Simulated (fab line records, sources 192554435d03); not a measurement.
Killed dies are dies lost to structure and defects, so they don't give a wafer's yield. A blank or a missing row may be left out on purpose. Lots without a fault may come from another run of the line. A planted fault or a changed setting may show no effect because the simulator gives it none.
Chamber matching | flow n5_finfet | N5_BEOL_M4_ALD_98 on ald_sin-02: 4 sister chambers
The step deposits SiO2, target thk 2.5 nm, pulse time 1 s, co reactant pulse time 1 s. 4 wafers are shown with their chamber, then 12 later ones without.

WAFERS WITH THEIR CHAMBER
wafer  | chamber | heater_power_w (W)
L085.5 | 2       | 82
L090.1 | 1       | 78
L090.2 | 0       | 102
L090.3 | 3       | 81

WAFERS WITHOUT THEIR CHAMBER
wafer  | heater_power_w (W)
L090.4 | 85
L090.5 | 102
L090.6 | 83
L091.1 | 81
L091.2 | 77
L091.3 | 103
L091.4 | 84
L091.5 | 87
L091.6 | 77
L093.3 | 82
L093.5 | 77
L093.6 | 102

WHICH CHAMBER EACH WENT THROUGH
wafer  | from the rows above          | in truth
L090.4 | can't be placed: 2 or 3      | 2
L090.5 | 0                            | 0
L090.6 | can't be placed: 2 or 3      | 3
L091.1 | can't be placed: 3 or 2 or 1 | 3
L091.2 | can't be placed: 1 or 3      | 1
L091.3 | 0                            | 0
L091.4 | can't be placed: 2 or 3      | 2
L091.5 | can't be placed: 2 or 3      | 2
L091.6 | can't be placed: 1 or 3      | 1
L093.3 | can't be placed: 2 or 3      | 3
L093.5 | can't be placed: 1 or 3      | 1
L093.6 | 0                            | 0
Placed correctly: 3 of 12. Can't be placed from these rows: 9 (the true chamber is among the candidates in 9). Placed wrongly: 0.
How it was worked out, from the rows above alone: a wafer's distance from a chamber is the root of the sum, over the readings, of the square of ((its reading less the chamber's mean) divided by the reading's scatter). The wafer belongs to the nearest chamber; if the next one is less than 2 further off, it can't be placed. A chamber's mean is the mean of its shown wafers. The scatter: with one shown wafer a chamber, the root of the mean of the squares of how far each hidden wafer lies from its nearest shown one.
